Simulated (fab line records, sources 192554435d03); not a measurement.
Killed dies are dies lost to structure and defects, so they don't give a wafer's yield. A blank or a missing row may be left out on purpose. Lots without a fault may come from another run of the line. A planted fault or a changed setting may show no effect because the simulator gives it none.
Chamber matching | flow n5_finfet | N5_BEOL_M7_DESCUM_16 on rie_diel-01: 4 sister chambers
The step chemistry O2, time 7.9 s. 8 wafers are shown with their chamber, then 10 later ones without.

WAFERS WITH THEIR CHAMBER
wafer  | chamber | drypump_motor_current_A (A) | showerhead_plenum_p_Torr (Torr)
L079.5 | 0       | 5.7                         | 2.18
L085.4 | 0       | 5.8                         | 2.17
L085.5 | 3       | 4.7                         | 2.02
L088.1 | 1       | 5.8                         | 2.00
L088.4 | 2       | 4.9                         | 2.03
L088.5 | 2       | 4.9                         | 2.03
L090.3 | 3       | 4.7                         | 2.02
L090.4 | 1       | 5.7                         | 2.00

WAFERS WITHOUT THEIR CHAMBER
wafer  | drypump_motor_current_A (A) | showerhead_plenum_p_Torr (Torr)
L090.6 | 4.9                         | 2.03
L092.1 | 4.6                         | 2.02
L092.2 | 5.8                         | 2.17
L092.3 | 5.8                         | 1.99
L093.3 | 5.0                         | 2.03
L093.4 | 5.7                         | 2.16
L093.6 | 5.8                         | 1.99
L094.1 | 5.8                         | 1.99
L094.4 | 4.7                         | 2.02
L094.6 | 5.0                         | 2.03

WHICH CHAMBER EACH WENT THROUGH
wafer  | from the rows above | in truth
L090.6 | 2                   | 2
L092.1 | 3                   | 3
L092.2 | 0                   | 0
L092.3 | 1                   | 1
L093.3 | 2                   | 2
L093.4 | 0                   | 0
L093.6 | 1                   | 1
L094.1 | 1                   | 1
L094.4 | 3                   | 3
L094.6 | 2                   | 2
Placed correctly: 10 of 10. Can't be placed from these rows: 0. Placed wrongly: 0.
How it was worked out, from the rows above alone: a wafer's distance from a chamber is the root of the sum, over the readings, of the square of ((its reading less the chamber's mean) divided by the reading's scatter). The wafer belongs to the nearest chamber; if the next one is less than 2 further off, it can't be placed. A chamber's mean is the mean of its shown wafers. The scatter: the root of (the sum of the squares of (reading less its chamber's mean) over the shown wafers, divided by (wafers less chambers)).
